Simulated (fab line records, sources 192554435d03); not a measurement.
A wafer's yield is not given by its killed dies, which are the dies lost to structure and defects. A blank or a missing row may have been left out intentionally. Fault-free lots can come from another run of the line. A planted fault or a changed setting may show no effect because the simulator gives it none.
Which tool is to blame? / flow n5 finfet / 12 lots with 36 wafers sampled at 6 steps, on a route of 1938 steps

## WHAT THE GAUGES READ, wafer by wafer
N5_BEOL_M13_THK_MEAS_01.
lot=L075; measured=day 10 18:45; on=film metro-02; M13_ILD_THK (nm)=834 820 848
lot=L077; measured=day 11 09:23; on=film metro-01; M13_ILD_THK (nm)=838 819 836
lot=L079; measured=day 11 14:26; on=film metro-01; M13_ILD_THK (nm)=841 830 843
lot=L081; measured=day 12 05:55; on=film metro-02; M13_ILD_THK (nm)=837 841 840
lot=L082; measured=day 12 14:08; on=film metro-01; M13_ILD_THK (nm)=837 839 851
lot=L085; measured=day 13 13:59; on=film metro-02; M13_ILD_THK (nm)=839 861 849
lot=L088; measured=day 14 04:24; on=film metro-02; M13_ILD_THK (nm)=833 846 848
lot=L086; measured=day 14 07:33; on=film metro-02; M13_ILD_THK (nm)=844 848 857
lot=L091; measured=day 15 11:02; on=film metro-02; M13_ILD_THK (nm)=846 850 857
lot=L092; measured=day 15 17:10; on=film metro-02; M13_ILD_THK (nm)=847 853 855
lot=L094; measured=day 15 23:11; on=film metro-02; M13_ILD_THK (nm)=834 840 851
lot=L097; measured=day 16 12:58; on=film metro-02; M13_ILD_THK (nm)=828 860 844

## WHAT TOOL EACH LOT RAN ON (gives the tool, then ch and the chambers of the sampled wafers, and finally the start)
lot=L075; N5_BEOL_M11_STRIP_36=rie diel-05 ch 2,3, day 10 06:50; N5_BEOL_M12_STRIP_37=plasma asher-01 ch 0,1, day 10 16:31; N5_BEOL_M12_ETCH_38=rie diel-02 ch 0,1,2, day 10 16:39; N5_BEOL_M12_CMP_49=cmp-03 ch 0,2,3, day 10 18:07; N5_BEOL_M13_ILD_DEP_00=pecvd-01 ch 1,2, day 10 18:36
lot=L077; N5_BEOL_M11_STRIP_36=rie diel-03 ch 0,1,3, day 11 00:19; N5_BEOL_M12_STRIP_37=plasma asher-01 ch 0,1, day 11 06:12; N5_BEOL_M12_ETCH_38=rie diel-02 ch 0,2,3, day 11 07:28; N5_BEOL_M12_CMP_49=cmp-03 ch 0,1,2, day 11 08:45; N5_BEOL_M13_ILD_DEP_00=pecvd-01 ch 0,1,2, day 11 09:14
lot=L079; N5_BEOL_M11_STRIP_36=rie diel-04 ch 0,1,2, day 11 02:37; N5_BEOL_M12_STRIP_37=plasma asher-02 ch 0,1, day 11 08:46; N5_BEOL_M12_ETCH_38=rie diel-01 ch 0,1,2, day 11 12:08; N5_BEOL_M12_CMP_49=cmp-01 ch 0,1,3, day 11 13:48; N5_BEOL_M13_ILD_DEP_00=pecvd-01 ch 1,2, day 11 14:17
lot=L081; N5_BEOL_M11_STRIP_36=rie diel-05 ch 2,3, day 11 20:26; N5_BEOL_M12_STRIP_37=plasma asher-02 ch 0,1, day 12 02:35; N5_BEOL_M12_ETCH_38=rie diel-02 ch 0,2,3, day 12 03:48; N5_BEOL_M12_CMP_49=cmp-01 ch 1,2,3, day 12 05:23; N5_BEOL_M13_ILD_DEP_00=pecvd-04 ch 0,2, day 12 05:46
lot=L082; N5_BEOL_M11_STRIP_36=rie diel-05 ch 0,1,3, day 12 06:24; N5_BEOL_M12_STRIP_37=plasma asher-01 ch 0,1, day 12 11:56; N5_BEOL_M12_ETCH_38=rie diel-01 ch 1,2, day 12 12:09; N5_BEOL_M12_CMP_49=cmp-03 ch 0,1, day 12 13:29; N5_BEOL_M13_ILD_DEP_00=pecvd-01 ch 1,2, day 12 13:55
lot=L085; N5_BEOL_M11_STRIP_36=rie diel-05 ch 0,2,3, day 13 06:56; N5_BEOL_M12_STRIP_37=plasma asher-01 ch 0,1, day 13 11:35; N5_BEOL_M12_ETCH_38=rie diel-02 ch 1,2, day 13 11:58; N5_BEOL_M12_CMP_49=cmp-03 ch 0,2, day 13 13:08; N5_BEOL_M13_ILD_DEP_00=pecvd-01 ch 1, day 13 13:39
lot=L088; N5_BEOL_M11_STRIP_36=rie diel-04 ch 0,1,2, day 13 21:33; N5_BEOL_M12_STRIP_37=plasma asher-01 ch 0,1, day 14 02:23; N5_BEOL_M12_ETCH_38=rie diel-02 ch 1,2,3, day 14 02:46; N5_BEOL_M12_CMP_49=cmp-03 ch 2,3, day 14 03:46; N5_BEOL_M13_ILD_DEP_00=pecvd-04 ch 0,1,2, day 14 04:15
lot=L086; N5_BEOL_M11_STRIP_36=rie diel-05 ch 0,3, day 13 22:35; N5_BEOL_M12_STRIP_37=plasma asher-02 ch 0,1, day 14 04:27; N5_BEOL_M12_ETCH_38=rie diel-06 ch 0,3, day 14 05:42; N5_BEOL_M12_CMP_49=cmp-03 ch 0,2, day 14 06:55; N5_BEOL_M13_ILD_DEP_00=pecvd-04 ch 0,1, day 14 07:23
lot=L091; N5_BEOL_M11_STRIP_36=rie diel-05 ch 1,2,3, day 15 03:29; N5_BEOL_M12_STRIP_37=plasma asher-01 ch 0,1, day 15 08:49; N5_BEOL_M12_ETCH_38=rie diel-06 ch 1,2,3, day 15 08:54; N5_BEOL_M12_CMP_49=cmp-03 ch 0,1,2, day 15 10:27; N5_BEOL_M13_ILD_DEP_00=pecvd-04 ch 1,2, day 15 10:53
lot=L092; N5_BEOL_M11_STRIP_36=rie diel-05 ch 1,2, day 15 08:49; N5_BEOL_M12_STRIP_37=plasma asher-02 ch 0,1, day 15 13:46; N5_BEOL_M12_ETCH_38=rie diel-06 ch 0,3, day 15 15:18; N5_BEOL_M12_CMP_49=cmp-03 ch 0,2,3, day 15 16:34; N5_BEOL_M13_ILD_DEP_00=pecvd-04 ch 0,1,2, day 15 17:01
lot=L094; N5_BEOL_M11_STRIP_36=rie diel-04 ch 1,3, day 15 15:33; N5_BEOL_M12_STRIP_37=plasma asher-02 ch 0,1, day 15 20:16; N5_BEOL_M12_ETCH_38=rie diel-01 ch 0,2,3, day 15 20:26; N5_BEOL_M12_CMP_49=cmp-03 ch 1,2,3, day 15 22:37; N5_BEOL_M13_ILD_DEP_00=pecvd-03 ch 1,2, day 15 23:01
lot=L097; N5_BEOL_M11_STRIP_36=rie diel-03 ch 0,2, day 16 05:16; N5_BEOL_M12_STRIP_37=plasma asher-01 ch 0,1, day 16 10:11; N5_BEOL_M12_ETCH_38=rie diel-01 ch 2,3, day 16 11:11; N5_BEOL_M12_CMP_49=cmp-04 ch 0,2,3, day 16 12:24; N5_BEOL_M13_ILD_DEP_00=pecvd-04 ch 1,2, day 16 12:49
- N5_BEOL_M11_STRIP_36: strips in N2/H2.
- N5_BEOL_M12_STRIP_37: strips in N2/H2.
- N5_BEOL_M12_ETCH_38: etches SiCN in CF4/N2, target depth 68.7 nm, time 73.4 s.
- N5_BEOL_M12_CMP_49: polishes, stops on SiOC, t overpolish 20.6 s, target thk 320 nm.
- N5_BEOL_M13_ILD_DEP_00: deposits SiOC from DEMS/O2, target thk 837.92 nm, time 166.4 s.

## THE ANSWER, worked out from the rows above alone
Rule: what is usual is taken from the lots themselves. The widest of any qualifying gaps counts: lots, ordered by their means at a reading, are off when they make up no more than a third of the lots, leave a main group of 4 or more, and stand apart from it by 3 or more times the standard deviation of that group's means. A main group is skipped when, at the precision printed for the reading in the tables above, its means are all equal. A lot without any number at a reading at which 4 lots or more have one is off too. The other lots that the step has rows for count as sound.
Nothing can be told from this: no lot is off at any reading shown.

## WHAT THE SIMULATOR PUT IN
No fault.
